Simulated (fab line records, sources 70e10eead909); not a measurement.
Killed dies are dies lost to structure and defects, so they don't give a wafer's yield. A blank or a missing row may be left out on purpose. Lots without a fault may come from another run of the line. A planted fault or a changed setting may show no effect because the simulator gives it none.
A struck lot beside a sound one | flow nand_harc | 41 steps out of a route of 1302
Sound: wafers L773.4, L773.5, L773.6. Struck: wafer L782.1. (L782.2, L782.6 of the same lot were not struck and are left out.) The cause comes at the end.
At each step with rows: each side's tool, then ch and its chambers, then its first start. Under that, the readings that differ: sound wafers | struck wafers | difference of the means | sigmas: that difference in standard deviations of wafers without a fault.
alike: readings whose means differ by less than 2 such deviations, and words and numbers that are the same on both sides. not compared: withheld readings, readings that some wafer has no value for, bounds like >300 that may hide the same value, and numbers for which the record gives no deviation and whose values overlap.
The two part at a step that has a row with sigmas, a row that says differs or no value, or rows on one side only. Numbers that don't overlap but have no deviation are shown without sigmas and don't part them. A reading that every wafer of one side lacks parts them only if that side has two wafers or more.

first, 8 steps without rows for these wafers: NHARC_P_M1_HMDS_02 (time 30 s); NHARC_P_M1_COAT_34 (time 65 s); NHARC_P_M1_COAT_03 (resist thk 90 nm); NHARC_P_M1_SOFTBAKE_04 (time 55 s); NHARC_P_M1_EBR_05; NHARC_P_M1_EXPOSE_06 (exposes mask P M1, target cd 130 nm); NHARC_P_M1_PEB_07 (peb time 65 s); NHARC_P_M1_DEVELOP_08 (develop time 35 s).
NHARC_P_M1_CD_MEAS_09: target cd 130 nm.
  sound on cd_sem-01 ch 0, day 7 03:29; struck on cd_sem-03 ch 0, day 10 15:46
  alike: cd_nm
NHARC_P_M1_OVL_MEAS_10: pitch 260 nm.
  sound on overlay-02, day 7 03:34; struck on overlay-01, day 10 15:51
  reading           | sound          | struck | difference | sigmas
  overlay_x_nm (nm) | -0.2 -0.7 -0.3 | 1.5    | +1.9       | +2
  alike: overlay_y_nm
NHARC_P_M1_INSPECT_11:
  sound on defect_inspect-02, day 7 03:36; struck on defect_inspect-01, day 10 15:53
  alike: raw_defect_count
then, 1 step without rows for these wafers: NHARC_P_M1_DESCUM_14 (chemistry O2, time 3 s).
NHARC_P_M1_ETCH_35: etches the open film in N2/H2, target depth 40 nm, overetch 12 nm, time 43.94 s.
  sound on rie_diel-03 ch 1,2,3, day 7 03:46; struck on rie_diel-03 ch 0, day 10 16:02
  alike: drypump_motor_current_A, oes_product_au, rf_fwd_power_W, rf_vpp_V, showerhead_plenum_p_Torr, throttle_valve_pct
  not compared: rf_hours_counter_h
then, 1 step without rows for these wafers: NHARC_P_M1_ETCH_15 (etches the open film in C4F8/Ar, target depth 182.5 nm, time 91.2 s).
NHARC_P_M1_CD_MEAS_16:
  sound on cd_sem-03, day 7 04:12; struck on cd_sem-01, day 10 16:16
  alike: cd_nm
then, 1 step without rows for these wafers: NHARC_P_M1_STRIP_18 (strips in N2/H2).
NHARC_P_M1_ETCH_28: etches the open film in CF4/N2, target depth 30 nm, time 72.99 s.
  sound on rie_diel-06 ch 0,1; struck on rie_diel-06 ch 3
  alike: drypump_motor_current_A, oes_product_au, rf_fwd_power_W, rf_vpp_V, showerhead_plenum_p_Torr, throttle_valve_pct
  not compared: rf_hours_counter_h
then, 1 step without rows for these wafers: NHARC_P_M1_STRIP_19 (strips in post etch residue remover, time 600 s).
NHARC_P_M1_DEGAS_29: time 60 s.
  sound on pvd_sputter-03, day 7 04:55; struck on pvd_sputter-03, day 10 16:59
  alike: heater_power_w
NHARC_P_M1_PRE_CLEAN_30: time 30 s.
  sound on pvd_sputter-03; struck on pvd_sputter-03
  alike: heater_power_w
then, 1 step without rows for these wafers: NHARC_P_M1_PVD_20 (deposits TaN, target thk 5 nm, time 8.06 s).
NHARC_P_M1_PVD_21: deposits Cu, target thk 30 nm, time 20.49 s.
  sound on pvd_sputter-03; struck on pvd_sputter-03
  alike: throttle_valve_pct
then, 1 step without rows for these wafers: NHARC_P_M1_ECD_22 (material Cu, target thk 400 nm).
NHARC_P_M1_ANNEAL_31: time 90 s.
  sound on rtp_anneal-02 ch 0, day 7 05:48; struck on rtp_anneal-02 ch 0, day 10 17:44
  alike: wafer_temp_C_max
then, 1 step without rows for these wafers: NHARC_P_M1_CMP_23 (polishes, t overpolish 20 s, target thk 157.82 nm).
NHARC_P_M1_THK_MEAS_24: measures by xrf.
  sound on film_metro-01, day 7 06:19; struck on film_metro-02, day 10 18:24
  alike: thk_nm
then, 13 steps without rows for these wafers: NHARC_P_M1_SRD_25; NHARC_P_M1_PRE_CLEAN_32 (time 12 s); NHARC_P_M1_DEP_33 (deposits SiCN, target thk 30 nm); NHARC_P_M2_DEP_00 (deposits SiOC, target thk 182.5 nm); NHARC_P_M2_DEHYDRATE_01 (time 120 s); NHARC_P_M2_HMDS_02 (time 30 s); NHARC_P_M2_COAT_34 (time 65 s); NHARC_P_M2_COAT_03 (resist thk 90 nm); NHARC_P_M2_SOFTBAKE_04 (time 55 s); NHARC_P_M2_EBR_05; NHARC_P_M2_EXPOSE_06 (exposes mask P M2, target cd 170 nm); NHARC_P_M2_PEB_07 (peb time 65 s); NHARC_P_M2_DEVELOP_08 (develop time 35 s).
NHARC_P_M2_CD_MEAS_09: target cd 170 nm.
  sound on cd_sem-01 ch 0, day 7 07:52; struck on cd_sem-03 ch 0, day 10 19:57
  alike: cd_nm
-- the record jumps here: 18 days lie between the struck wafers' starts before and after (it left off in module P_M2 and takes up again in module END, whose first step shown is number 1302 of the route) --
NHARC_END_SORT_01:
  sound on prober-02 ch 0, day 25 11:34; struck on prober-01 ch 0, day 28 17:29
  reading                  | sound          | struck | difference | sigmas
  defect_limited_yield (%) | 89.1 89.4 88.2 | 80.4   | -8.5       | -4
  killed_at_array          | 72 67 78       | 39     | -33        | -2
  killed_at_periphery      | 1 3 1          | 93     | +91        | +30
  killed_dies              | 74 72 80       | 133    | +58        | +4
  alike: killed_at_other, killed_open, killed_short

WHERE THEY PART
First at NHARC_P_M1_OVL_MEAS_10; last, within this record, at NHARC_END_SORT_01.

WHY: what the simulator had put in
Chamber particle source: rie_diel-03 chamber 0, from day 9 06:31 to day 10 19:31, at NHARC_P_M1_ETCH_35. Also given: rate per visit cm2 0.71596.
